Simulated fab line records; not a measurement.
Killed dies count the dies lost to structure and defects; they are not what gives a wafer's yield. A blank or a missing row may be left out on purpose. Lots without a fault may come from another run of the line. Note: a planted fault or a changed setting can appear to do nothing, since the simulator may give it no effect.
fab line records	flow nand_harc
[record] lots = 6	wafers = 18	last_day = 33
route steps=1302 shown A_CHANNEL_FILL_D1@495 A_DECK1_JOINT@518 END@1302
lots untouched by any fault: they come from a run of this same line in which no faults occurred
start_h: hours from the record's opening day to when the first of the lot's shown wafers began	wait_h: hours from the lot's prior step to this one	" repeats the value in the row above	L1.1+2: a single row standing in for several wafers	- no value, or no start was given	* or withheld: withheld	< > ~ a bound
route shown NAME@n: names a module that has steps shown in the file, with the first one's number in the route	usual: mean and standard deviation over wafers with no fault	same: alike in all rows	chamber/n: place in a boat	sites: each site's reading	_std_site: standard deviation across them	_edge_site: outer sites' mean less inner sites'	radius_mm: for every site, how far away it sits from the centre of the wafer	mask NAME#n: copy n	behind: tool/chamber where the wafer was last shaped	hold: cause of the lot's hold/its duration in hours/its outcome	device: transistor that didn't switch, given as n, p or np	end of line: the tests these same wafers got at the end of their route	a step with no rows: only its recipe	killed: at the first sort, the dies lost to defects and structure; wafer yield is something else	map: the dies of a wafer, with x for killed, . for not killed, _ for no die there
set.NAME: the setting the step ran with; set.NAME@STEP: the setting that earlier step ran with	model.NAME: the simulator's own value behind a step, which no gauge read
certain route steps with their lots: each step a table, each wafer a row
services: the hour from which a tool's chamber was out of use, counted from the record's first day as start_h (under 0 if before that day), plus the number of hours and why
[[steps]]
[step NHARC_A_CHANNEL_FILL_D1_ALD_15]
[recipe] target_thk_a = 20	pulse_time_s = 60	ald_cycles = 19	temp_c = 630	pressure_torr = 2	material = SiNx
[usual] precursor_pulse_height_rel = 1.000/0.018	susceptor_temp_C = 629.97/0.25
lot.wafer	tool	chamber	start_h	wait_h	precursor_pulse_height_rel	susceptor_temp_C
L540.1	ald_sin_batch-02	0	-	-	0.976	-
L540.4	"	0	"	"	1.023	-
L540.6	"	0	"	"	1.000	-
L541.2	ald_sin_batch-02	0	-	-	1.009	630.06
L541.4	"	0	"	"	0.979	629.98
L541.5	"	0	"	"	0.979	629.80
L543.1	ald_sin_batch-01	0	-	-	1.001	-
L543.3	"	0	"	"	0.980	-
L543.5	"	0	"	"	0.993	-
L553.1	ald_sin_batch-03	0	-	-	1.002	630.37
L553.4	"	0	"	"	1.014	630.06
L553.5	"	0	"	"	1.006	630.21
L552.2	ald_sin_batch-01	0	-	-	1.022	629.62
L552.3	"	0	"	"	1.013	630.18
L552.4	"	0	"	"	0.985	629.82
L559.1	ald_sin_batch-03	0	-	-	1.018	629.48
L559.3	"	0	"	"	1.012	629.96
L559.6	"	0	"	"	1.025	629.95
[step NHARC_A_CHANNEL_FILL_D1_ALD_16]
[recipe] target_thk_a = 15	pulse_time_s = 10	ald_cycles = 15	temp_c = 300	material = SiO2
[step NHARC_A_CHANNEL_FILL_D1_ANNEAL_17]
[recipe] temp_c = 850	time_s = 1800
[step NHARC_A_CHANNEL_FILL_D1_CVD_18]
[recipe] target_thk_a = 30	temp_c = 550	material = poly-Si
[step NHARC_A_CHANNEL_FILL_D1_ETCHBACK_19]
[recipe] target_depth_a = 50	time_s = 1.7	hbr_flow_sccm = 150	cl2_flow_sccm = 50	rf_w = 400	icp_w = 400	bias_w = 100	chemistry = HBr/Cl2
[step NHARC_A_CHANNEL_FILL_D1_ETCHBACK_20]
[recipe] target_depth_a = 270	time_s = 13.5	c4f8_flow_sccm = withheld	o2_flow_sccm = 8	ar_flow_sccm = withheld	rf_w = 600	bias_w = 1500	chemistry = C4F8/O2/Ar
[usual] oes_product_au = 0.97/0.038	rf_vpp_V = 972/3.3
lot.wafer	tool	chamber	start_h	wait_h	oes_product_au	rf_hours_counter_h	rf_vpp_V
L540.1	rie_diel-04	2	244.69	-	0.99	2.7	971
L540.4	"	3	"	"	1.01	2.5	979
L540.6	"	1	"	"	1.02	-	969
L541.2	rie_diel-01	3	259.04	-	1.00	1.7	969
L541.4	"	0	"	"	0.98	1.8	977
L541.5	"	0	"	"	0.98	-	977
L543.3	rie_diel-01	3	287.54	-	0.94	3.2	971
L543.1	"	0	"	"	0.92	3.5	975
L543.5	"	2	"	"	0.93	-	970
L553.4	rie_diel-03	3	380.06	-	0.92	5.0	977
L553.1	"	0	"	"	0.92	5.9	972
L553.5	"	3	"	"	0.92	-	976
L552.3	rie_diel-03	0	387.31	-	1.00	6.0	971
L552.2	"	2	"	"	1.00	4.9	969
L552.4	"	3	"	"	1.00	5.2	975
L559.1	rie_diel-04	3	433.84	-	0.98	3.2	978
L559.3	"	0	"	"	0.99	4.0	968
L559.6	"	2	"	"	0.98	-	972
[step NHARC_A_CHANNEL_FILL_D1_STRIP_28]
[recipe] time_s = 20	o2_flow_sccm = 500	ar_flow_sccm = 0	bias_w = 0	chemistry = O2
[step NHARC_A_CHANNEL_FILL_D1_PRECLEAN_21]
[recipe] time_s = 30	chemistry = dHF
[step NHARC_A_CHANNEL_FILL_D1_SRD_23]
[step NHARC_A_CHANNEL_FILL_D1_CVD_05]
[recipe] target_thk_a = 50	temp_c = 550	material = poly-Si
[step NHARC_A_CHANNEL_FILL_D1_ANNEAL_22]
[recipe] temp_c = 620	time_s = 7200
[step NHARC_A_CHANNEL_FILL_D1_ALD_25]
[recipe] target_thk_a = 600	pulse_time_s = 10	ald_cycles = 600	temp_c = 300	material = SiOx
[usual] heater_power_w = 455/26	precursor_pulse_height_rel = 1.000/0.018	susceptor_temp_C = 300.02/0.18
lot.wafer	tool	chamber	start_h	wait_h	heater_power_w	precursor_pulse_height_rel	susceptor_temp_C
L540.4	ald_hk-02	3	258.84	0.7	464	1.020	-
L540.1	"	1	260.05	1.9	432	1.019	-
L540.6	"	2	"	"	393	0.988	-
L541.2	ald_hk-02	2	271.49	0.7	406	1.005	300.24
L541.4	"	0	272.71	1.9	451	1.007	300.33
L541.5	"	2	273.92	3.1	402	0.998	299.87
L543.3	ald_hk-01	2	299.47	0.1	480	0.963	299.97
L543.1	"	0	300.72	1.3	519	0.985	299.93
L543.5	"	2	301.96	2.5	465	1.000	299.87
L553.4	ald_hk-02	0	393.08	1.3	455	0.990	300.37
L553.1	"	1	"	"	459	0.972	299.88
L553.5	"	3	394.93	3.1	460	1.029	300.36
L552.4	ald_hk-02	3	399.95	0.7	458	1.021	300.06
L552.3	"	0	"	"	455	0.994	300.10
L552.2	"	1	"	"	441	1.020	299.89
L559.1	ald_hk-01	3	447.09	1.3	451	1.015	299.96
L559.3	"	0	"	"	478	0.998	299.79
L559.6	"	1	"	"	473	1.036	300.06
[step NHARC_A_CHANNEL_FILL_D1_ETCHBACK_08]
[recipe] target_depth_a = 2200	time_s = 110	c4f8_flow_sccm = 20	ar_flow_sccm = withheld	rf_w = 600	bias_w = 300	chemistry = C4F8
[step NHARC_A_CHANNEL_FILL_D1_STRIP_29]
[recipe] time_s = 20	o2_flow_sccm = 500	ar_flow_sccm = 0	bias_w = 0	chemistry = O2
[usual] drypump_motor_current_A = 5.7/0.47	oes_product_au = 0.997/0.011	rf_vpp_V = 57.4/0.8	showerhead_plenum_p_Torr = 3.37/0.079	throttle_valve_pct = 17.037/0.0097
lot.wafer	tool	chamber	start_h	wait_h	drypump_motor_current_A	oes_product_au	rf_hours_counter_h	rf_vpp_V	showerhead_plenum_p_Torr	throttle_valve_pct
L540.4	rie_diel-03	1	-	-	4.8	1.000	5.6	57.6	3.39	17.052
L540.1	"	2	"	"	5.7	1.008	5.7	56.9	3.33	17.036
L540.6	"	1	"	"	4.8	0.991	-	57.0	3.39	17.022
L541.2	rie_diel-03	2	-	-	5.7	0.996	6.7	56.7	3.33	17.029
L541.4	"	3	"	"	6.6	0.994	7.7	58.1	3.49	17.038
L541.5	"	1	"	"	4.8	0.985	-	57.6	3.39	17.027
L543.3	rie_diel-01	2	-	-	5.7	1.013	3.9	57.0	3.32	17.033
L543.1	"	3	"	"	6.0	1.009	3.6	55.9	3.34	17.044
L543.5	"	3	"	"	6.0	1.013	-	58.8	3.34	17.051
L553.4	rie_diel-01	1	-	-	5.9	0.991	0.1	57.2	3.32	17.042
L553.1	"	2	"	"	5.7	0.998	0.1	56.8	3.32	17.054
L553.5	"	2	"	"	5.7	0.999	-	55.8	3.32	17.027
L552.2	rie_diel-04	2	-	-	5.8	0.991	1.7	57.4	3.33	17.045
L552.3	"	3	"	"	5.5	0.985	1.4	58.2	3.53	17.043
L552.4	"	1	"	"	6.6	1.009	1.7	57.1	3.29	17.029
L559.3	rie_diel-04	3	-	-	5.5	0.986	3.9	58.2	3.53	17.036
L559.1	"	0	"	"	5.3	0.986	5.0	56.9	3.29	17.045
L559.6	"	2	"	"	5.8	0.999	-	57.3	3.33	17.024
[step NHARC_A_CHANNEL_FILL_D1_PRECLEAN_30]
[recipe] time_s = 30	chemistry = dHF
[step NHARC_A_CHANNEL_FILL_D1_SRD_31]
[step NHARC_A_CHANNEL_FILL_D1_CVD_09]
[recipe] target_thk_a = 1500	temp_c = 620	pressure_mtorr = 200	time_s = 3000	material = poly-Si
[step NHARC_A_CHANNEL_FILL_D1_CMP_10]
[recipe] target_thk_nm = 150
[usual] motor_current_A = 11.8/1.2	time_to_endpoint_s = 16.6/2.4
lot.wafer	tool	chamber	start_h	wait_h	motor_current_A	time_to_endpoint_s
L540.1	cmp-01	0	269.58	0.4	13.0	16.3
L540.4	"	2	"	"	13.4	17.4
L540.6	"	3	"	"	9.8	15.0
L541.4	cmp-04	1	282.35	0.4	11.9	14.7
L541.2	"	2	"	"	10.9	14.0
L541.5	"	0	"	"	11.4	12.3
L543.1	cmp-03	2	310.86	0.4	12.9	21.8
L543.3	"	3	"	"	11.2	19.6
L543.5	"	1	"	"	10.7	20.4
L553.1	cmp-03	0	403.23	0.4	11.2	16.5
L553.4	"	1	"	"	11.5	17.0
L553.5	"	0	"	"	11.5	15.4
L552.3	cmp-01	2	410.86	0.4	12.5	16.6
L552.2	"	3	"	"	9.6	13.0
L552.4	"	1	"	"	13.0	15.0
L559.3	cmp-04	2	457.21	0.4	11.3	13.3
L559.1	"	1	"	"	11.8	17.9
L559.6	"	2	"	"	11.2	17.0
[step NHARC_A_CHANNEL_FILL_D1_SRD_12]
[step NHARC_A_DECK1_JOINT_ETCHBACK_07]
[recipe] target_depth_a = 1050	time_s = 26.9	hbr_flow_sccm = 150	rf_w = 350	icp_w = 350	bias_w = 60	chemistry = HBr
[step NHARC_A_DECK1_JOINT_ETCH_25]
[recipe] target_depth_a = 5	chemistry = dHF	material = SiO2
[step NHARC_A_DECK1_JOINT_ETCH_19]
[recipe] temp_c = 25	target_depth_a = 30	chemistry = TMAH	material = poly-Si
[step NHARC_A_DECK1_JOINT_ETCH_18]
[recipe] target_depth_a = 30	chemistry = dHF	material = SiO2
[step NHARC_A_DECK1_JOINT_WET_08]
[recipe] temp_c = 160	time_s = 86	chemistry = H3PO4
[step NHARC_A_DECK1_JOINT_ETCH_09]
[recipe] target_depth_a = 50	chemistry = dHF	material = SiO2
[step NHARC_A_DECK1_JOINT_WET_10]
[recipe] temp_c = 160	time_s = 86	chemistry = H3PO4
[step NHARC_A_DECK1_JOINT_ETCH_11]
[recipe] target_depth_a = 350	chemistry = dHF	material = SiO2
[step NHARC_A_DECK1_JOINT_CVD_12]
[recipe] target_thk_a = 900	temp_c = 620	pressure_mtorr = 200	time_s = 1800	material = poly-Si
[step NHARC_A_DECK1_JOINT_CMP_13]
[recipe] target_thk_nm = 51.023
[usual] motor_current_A = 11.3/1	time_to_endpoint_s = 10.0/2.7
lot.wafer	tool	chamber	start_h	wait_h	motor_current_A	time_to_endpoint_s
L540.1	cmp-03	1	280.15	0.4	10.4	9.9
L540.4	"	3	"	"	11.6	8.6
L540.6	"	2	"	"	12.5	9.0
L541.4	cmp-02	2	293.09	0.4	10.4	13.8
L541.2	"	0	"	"	9.9	11.0
L541.5	"	2	"	"	10.2	12.7
L543.3	cmp-03	0	321.56	0.4	10.7	10.2
L543.1	"	3	"	"	11.4	10.7
L543.5	"	1	"	"	11.4	9.9
L553.1	cmp-04	0	414.09	0.4	11.5	11.4
L553.4	"	1	"	"	12.3	12.4
L553.5	"	3	"	"	13.2	9.3
L552.2	cmp-04	2	421.58	0.4	10.8	7.9
L552.4	"	3	"	"	13.4	6.1
L552.3	"	0	"	"	12.3	8.9
L559.3	cmp-02	1	467.97	0.4	11.9	12.7
L559.1	"	3	"	"	10.1	11.1
L559.6	"	0	"	"	9.9	10.0
[step NHARC_A_DECK1_JOINT_THK_MEAS_14]
[recipe] thk_meas_gauge = ellipsometry
[usual] thk_nm = 51.5/1.4
lot.wafer	tool	chamber	start_h	wait_h	thk_nm
L540.1	film_metro-02	-	280.41	0.2	51.9
L540.4	"	-	"	"	51.3
L540.6	"	-	"	"	51.8
L541.2	film_metro-01	-	293.35	0.2	52.2
L541.4	"	-	"	"	55.1
L541.5	"	-	"	"	53.0
L543.1	film_metro-02	-	321.82	0.2	52.3
L543.3	"	-	"	"	51.1
L543.5	"	-	"	"	51.2
L553.1	film_metro-01	-	414.30	0.2	49.9
L553.4	"	-	"	"	54.0
L553.5	"	-	"	"	53.8
L552.2	film_metro-02	-	421.84	0.2	51.0
L552.3	"	-	"	"	51.7
L552.4	"	-	"	"	53.0
L559.1	film_metro-01	-	468.20	0.2	49.2
L559.3	"	-	"	"	52.4
L559.6	"	-	"	"	50.9
[step NHARC_A_DECK1_JOINT_SRD_04]
[step NHARC_A_DECK1_JOINT_ETCHBACK_00]
[recipe] target_depth_a = 300	time_s = 17.4	hbr_flow_sccm = 150	rf_w = 350	icp_w = 350	bias_w = 60	chemistry = HBr
[step NHARC_A_DECK1_JOINT_PRECLEAN_30]
[recipe] time_s = *	temp_c = 50	bath_age_min = 0	chemistry = SC1
[step NHARC_A_DECK1_JOINT_SRD_31]
[step NHARC_A_DECK1_JOINT_CVD_34]
[recipe] target_thk_a = 200	temp_c = 700	pressure_mtorr = 300	material = SiNx
[step NHARC_A_DECK1_JOINT_DEP_06]
[recipe] target_thk_a = 800	temp_c = 65	material = SiOx
[step NHARC_A_DECK1_JOINT_CURE_26]
[recipe] temp_c = 150	time_s = 32	pressure_atm = 0.395
[step NHARC_A_DECK1_JOINT_ANNEAL_27]
[recipe] temp_c = 400	time_s = 3600	idle_temp_c = 300	ramp_up_c_per_min = 10	densification_p_h2o_torr = 640
[step NHARC_END_SORT_01]
[recipe] temp_c = 25
[usual] killed_at_array = 58/18	killed_at_other = 1.0/1.5	killed_at_periphery = 4/3.1	killed_dies = 64/18	killed_open = 3.4/1.9	killed_short = 2.7/1.7
[same] gross_dies = 677
lot.wafer	tool	chamber	start_h	wait_h	killed_at_array	killed_at_other	killed_at_periphery	killed_dies	killed_open	killed_short
L540.1	prober-01	0	598.28	2.5	36	0	4	40	2	6
L540.4	prober-01	0	600.68	3.4	39	0	1	40	3	4
L540.6	prober-01	0	602.28	4.0	40	0	3	43	5	5
L541.2	prober-02	0	626.40	2.8	90	3	3	96	5	7
L541.4	prober-02	0	627.99	3.4	63	4	2	69	4	3
L541.5	prober-02	0	628.78	3.7	58	3	6	67	4	2
L543.1	prober-02	0	637.03	2.5	55	1	1	57	1	4
L543.3	prober-02	0	638.62	3.1	56	0	0	56	7	1
L543.5	prober-02	0	640.21	3.7	60	0	1	61	7	3
L553.1	prober-02	0	728.92	2.5	71	1	2	74	0	1
L553.4	prober-02	0	731.31	3.4	70	0	4	74	4	2
L553.5	prober-02	0	732.11	3.7	113	0	3	116	4	2
L552.2	prober-01	0	744.18	2.8	75	1	5	81	4	5
L552.3	prober-01	0	744.99	3.1	72	2	2	76	4	0
L552.4	prober-01	0	745.81	3.4	133	0	0	133	1	3
L559.1	prober-02	0	796.03	2.5	30	0	2	32	5	2
L559.3	prober-02	0	797.66	3.1	45	1	2	48	2	3
L559.6	prober-02	0	800.11	4.1	42	1	2	45	0	4
// killed by level:class
L540.1 A_SLIT:chamber_film_flake=21 A_CHANNEL_HOLE_D2:chamber_film_flake=4 P_GATE:geometric_particle:short=3 A_CHANNEL_HOLE_D1:chamber_film_flake=3 A_CONTACT:chamber_film_flake=2 A_WL_FILL:geometric_particle:short=2 A_DECK1_JOINT:chamber_film_flake=2 P_M1:geometric_particle:short=1
L540.4 A_SLIT:chamber_film_flake=19 A_CHANNEL_HOLE_D2:chamber_film_flake=5 A_CONTACT:chamber_film_flake=3 A_DECK1_JOINT:geometric_particle:short=2 A_CHANNEL_HOLE_D1:chamber_film_flake=2 A_ONON_D1:geometric_particle:short=1 A_ONON_D2:geometric_particle:open=1 A_ONON_D2:geometric_particle:short=1
L540.6 A_SLIT:chamber_film_flake=17 A_CHANNEL_HOLE_D2:chamber_film_flake=7 A_CHANNEL_HOLE_D1:chamber_film_flake=3 A_CONTACT:chamber_film_flake=3 A_ONON_D2:geometric_particle:open=2 A_M0:geometric_particle:short=2 P_STI:chamber_film_flake=2 P_M2:geometric_particle:open=1
L541.2 A_CHANNEL_HOLE_D1:chamber_film_flake=38 A_CHANNEL_HOLE_D2:chamber_film_flake=33 A_STAIRCASE:chamber_film_flake=4 A_CONTACT:chamber_film_flake=3 THIN_TSV:chamber_film_flake=3 A_ONON_D1:geometric_particle:short=2 A_CHANNEL_HOLE_D2:geometric_particle:short=2 A_WL_FILL:chamber_film_flake=2
L541.4 A_CHANNEL_HOLE_D1:chamber_film_flake=26 A_CHANNEL_HOLE_D2:chamber_film_flake=22 A_CONTACT:chamber_film_flake=5 A_STAIRCASE:chamber_film_flake=4 THIN_TSV:chamber_film_flake=4 A_DECK1_JOINT:geometric_particle:short=2 P_M0:geometric_particle:open=1 A_ONON_D1:geometric_particle:short=1
L541.5 A_CHANNEL_HOLE_D2:chamber_film_flake=28 A_CHANNEL_HOLE_D1:chamber_film_flake=23 THIN_TSV:chamber_film_flake=3 P_M0:geometric_particle:open=2 A_SGD_CUT:geometric_particle:short=2 P_GATE:chamber_film_flake=2 A_CHANNEL_FILL_D2:chamber_film_flake=2 P_GATE:geometric_particle:open=1
L543.1 A_CHANNEL_HOLE_D1:chamber_film_flake=34 A_CHANNEL_HOLE_D2:chamber_film_flake=11 A_ONON_D2:geometric_particle:short=2 A_STAIRCASE:chamber_film_flake=2 P_CONTACT:geometric_particle:short=1 A_CHANNEL_FILL_D1:geometric_particle:open=1 A_WL_FILL:geometric_particle:short=1 A_CHANNEL_FILL_D1:chamber_film_flake=1
L543.3 A_CHANNEL_HOLE_D1:chamber_film_flake=34 A_CHANNEL_HOLE_D2:chamber_film_flake=9 A_ONON_D2:geometric_particle:open=3 A_WL_FILL:chamber_film_flake=2 A_SOURCE_PLATE:geometric_particle:open=1 A_CHANNEL_HOLE_D1:geometric_particle:open=1 A_CHANNEL_FILL_D1:geometric_particle:open=1 A_CHANNEL_FILL_D2:geometric_particle:open=1
L543.5 A_CHANNEL_HOLE_D1:chamber_film_flake=28 A_CHANNEL_HOLE_D2:chamber_film_flake=14 A_CONTACT:geometric_particle:open=2 A_M0:geometric_particle:open=2 A_ZERO_WELL:chamber_film_flake=2 A_CONTACT:chamber_film_flake=2 A_ONON_D1:geometric_particle:open=1 A_CHANNEL_HOLE_D1:geometric_particle:open=1
L553.1 A_SLIT:chamber_film_flake=29 A_CHANNEL_HOLE_D2:chamber_film_flake=20 A_CONTACT:chamber_film_flake=8 A_STAIRCASE:chamber_film_flake=6 A_CHANNEL_HOLE_D1:chamber_film_flake=4 A_CHANNEL_FILL_D1:chamber_film_flake=3 A_CHANNEL_FILL_D1:geometric_particle:short=1 P_M0:chamber_film_flake=1
L553.4 A_SLIT:chamber_film_flake=31 A_CHANNEL_HOLE_D2:chamber_film_flake=11 A_CONTACT:chamber_film_flake=10 A_CHANNEL_HOLE_D1:chamber_film_flake=6 A_M0:geometric_particle:open=3 A_CHANNEL_FILL_D1:chamber_film_flake=3 A_STAIRCASE:chamber_film_flake=3 A_WL_FILL:geometric_particle:short=2
L553.5 A_CHANNEL_FILL_D1:unspecified=67 A_SLIT:chamber_film_flake=12 A_CHANNEL_HOLE_D2:chamber_film_flake=9 A_CONTACT:chamber_film_flake=8 A_STAIRCASE:chamber_film_flake=6 A_CHANNEL_HOLE_D1:chamber_film_flake=4 P_ZERO_WELL:chamber_film_flake=2 P_M0:geometric_particle:short=1
L552.2 A_CHANNEL_HOLE_D1:chamber_film_flake=29 A_CHANNEL_HOLE_D2:chamber_film_flake=22 A_CONTACT:chamber_film_flake=6 A_STAIRCASE:chamber_film_flake=4 A_SLIT:chamber_film_flake=3 P_STI:chamber_film_flake=2 A_CHANNEL_FILL_D1:chamber_film_flake=2 P_GATE:geometric_particle:open=1
L552.3 A_CHANNEL_HOLE_D1:chamber_film_flake=27 A_CHANNEL_HOLE_D2:chamber_film_flake=23 A_STAIRCASE:chamber_film_flake=7 A_CONTACT:chamber_film_flake=6 A_SLIT:chamber_film_flake=6 P_CONTACT:geometric_particle:open=1 P_M0:geometric_particle:open=1 A_M0:geometric_particle:open=1
L552.4 A_CHANNEL_FILL_D1:unspecified=75 A_CHANNEL_HOLE_D1:chamber_film_flake=27 A_CHANNEL_HOLE_D2:chamber_film_flake=9 A_SLIT:chamber_film_flake=6 A_CONTACT:chamber_film_flake=6 A_STAIRCASE:chamber_film_flake=3 A_CHANNEL_FILL_D2:geometric_particle:short=2 A_CHANNEL_FILL_D1:chamber_film_flake=2
L559.1 A_CHANNEL_HOLE_D1:chamber_film_flake=10 A_CONTACT:chamber_film_flake=9 A_SLIT:chamber_film_flake=3 A_SGD_CUT:geometric_particle:open=2 A_STAIRCASE:chamber_film_flake=2 P_M0:geometric_particle:open=1 A_CHANNEL_HOLE_D1:geometric_particle:open=1 A_CHANNEL_FILL_D2:geometric_particle:short=1
L559.3 A_CHANNEL_HOLE_D1:chamber_film_flake=15 A_CONTACT:chamber_film_flake=11 A_SLIT:chamber_film_flake=10 A_WL_FILL:chamber_film_flake=2 A_DECK1_JOINT:geometric_particle:short=1 A_ONON_D2:geometric_particle:open=1 A_ONON_D2:geometric_particle:short=1 A_CHANNEL_FILL_D2:geometric_particle:short=1
L559.6 A_CHANNEL_HOLE_D1:chamber_film_flake=16 A_CONTACT:chamber_film_flake=10 A_SLIT:chamber_film_flake=9 A_CHANNEL_HOLE_D2:chamber_film_flake=2 A_ONON_D1:geometric_particle:short=1 A_ONON_D2:geometric_particle:short=1 A_CONTACT:geometric_particle:short=1 STARTING-WAFER:geometric_particle:short=1
// map L552.4 (x killed, . not)
____________x____________
_________......._________
_______.....x....._______
______...x.........______
_____..............._____
____.....x.x........x____
____..x.....x........____
___......x............___
___.....xx.....xxxxx..___
__.............xxxxx...__
__...........xxxxxxxx..__
_......x.......x.x..x..._
_.............x.xx......_
_..............xxxxx...._
_....x...x.............._
_....xx.x.........x....._
....x...xx.x.....x.......
.....xxxxxx............x.
......xxxxxx.............
....xxxxxxx.x..x.........
...xxxxxxxx..x...........
_..x.xxxxxxxx..........._
_...xxxxxxx............._
_...xxxxxxxx........x..._
_.x...xxxxxx............_
_.....xxxxx.x..........._
__.x...xxxxxx..........__
__........x...x........__
___........x..........___
___.......x...........___
____.......x.........____
____.................____
_____..............._____
______.............______
_______..........._______
_________......._________
____________.____________
// map L553.5 (x killed, . not)
____________.____________
_________.....x._________
_______x.........._______
______..........x..______
_____..............._____
____.................____
____.................____
___...x...............___
___...................___
__.....................__
__.................x...__
_..............x....x..._
_...............x...xx.._
_....................x.._
_......................._
_......x..........x...x._
.....xxxxx...............
.....x.xxxx..............
x..xxxxxxxx.x............
....xxxxxxx..............
....xxxxxxx..............
_...xxxxxxx........x..x._
_....xxxxxxx.......x...._
_..x.xxxxxxxx.....x....._
_...x.xxxxxxxx.........._
_....xxxxxxx............_
__.....xxxxxx..........__
__..x..x.xx.x......x...__
___...xxxxxxx.........___
___......xx...........___
____.....x.x.........____
____..x..............____
_____...........x..._____
______.............______
_______..........._______
_________......._________
____________.____________
[[services]]
tool	chamber	start_h	hours	kind
cmp-03	-	208.27	0.2	repair
cmp-04	-	209.00	4.0	pm
rie_diel-04	3	215.27	6.1	repair
cmp-04	-	215.85	1.8	repair
cmp-03	-	223.35	0.8	repair
cmp-03	-	226.08	4.3	repair
cmp-03	-	239.18	3.6	repair
rie_diel-04	1	248.09	6.2	repair
cmp-04	-	260.90	1.3	repair
cmp-04	-	262.85	0.9	repair
rie_diel-03	0	269.32	4.4	repair
cmp-03	-	270.60	4.0	pm
rie_diel-01	-	280.73	0.5	repair
ald_hk-02	-	280.93	2.6	repair
rie_diel-03	-	281.30	9.0	pm
cmp-03	-	287.82	0.3	repair
cmp-03	-	290.13	4.1	repair
rie_diel-04	-	292.29	0.3	repair
cmp-03	-	305.34	1.8	repair
cmp-04	-	307.00	4.0	pm
cmp-04	-	314.98	1.3	repair
rie_diel-03	0	324.13	2.9	repair
rie_diel-01	3	344.68	1.6	repair
ald_hk-02	-	349.39	10.0	pm
[[key]]
[first_sign] step = NHARC_END_SORT_01	reading = killed_at_array	direction = up	sigmas = 3.7	usual = 58	struck = 123
[effect] step = NHARC_END_SORT_01	reading = killed_dies	direction = up	sigmas = 3.4	usual = 64	struck = 124
[more_kills_born_at] NHARC_A_CHANNEL_FILL_D1_ALD_25@ald_hk-02 = 142
met_at NHARC_A_CHANNEL_FILL_D1_ALD_25
struck_wafers L552.4,L553.5
tester_left_out L552,L553
onset_between 258.84 393.08
[fault] kind = chamber_particle_source	tool = ald_hk-02	chamber = 3	onset_h = 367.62	steps = NHARC_A_CHANNEL_FILL_D1_ALD_25	rate_per_visit_cm2 = 0.49644	end_h = 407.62
// tester_left_out: of these lots the tester's yield and bins aren't shown, on N5 and GAA mostly nor the transistor test; their killed dies are dies lost to structure and defects alone, not to doping, threshold or leakage, so they don't give the yield
